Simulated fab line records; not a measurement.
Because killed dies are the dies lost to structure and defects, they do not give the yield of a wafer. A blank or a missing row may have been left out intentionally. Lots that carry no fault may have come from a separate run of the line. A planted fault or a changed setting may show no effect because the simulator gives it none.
Matching of chambers    flow nand-harc    NHARC_A_STAIRCASE_ETCH_444 on rie-diel-11 has 4 sister chambers
The step etches the open film in C4F8/O2, target depth 20400 nm, time 6800 s. 4 wafers are shown with their chamber, then 8 later ones without.

WAFERS WITH THEIR CHAMBER
wafer   chamber  rf-vpp-V (V)
L085.3  2        810
L085.4  0        808
L085.5  3        813
L088.1  1        805

WAFERS WITHOUT THEIR CHAMBER
wafer   rf-vpp-V (V)
L088.4  805
L088.6  807
L091.1  808
L091.2  812
L091.3  810
L093.2  806
L093.4  811
L093.5  810

WHICH CHAMBER EACH WENT THROUGH
wafer   from the rows above      in truth
L088.4  1                        1
L088.6  can't be placed: 0 or 1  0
L091.1  0                        0
L091.2  can't be placed: 3 or 2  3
L091.3  2                        2
L093.2  can't be placed: 1 or 0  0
L093.4  can't be placed: 2 or 3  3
L093.5  2                        2
Correctly placed: 4 of 8. Cannot be placed on the basis of these rows: 4; the candidates contain the true chamber in 4. 0 placed wrongly.
How it was worked out, from the rows above alone: a wafer's distance from a chamber is the root of the sum, over the readings, of the square of ((its reading less the chamber's mean) divided by the reading's scatter). If the next closest chamber is less than 2 further off than the closest, the wafer can't be placed; otherwise it belongs to the closest. For every chamber, the mean is computed from those of its wafers that are shown. The scatter: root of mean squared gap, hidden wafer to nearest shown wafer, with one shown wafer a chamber.
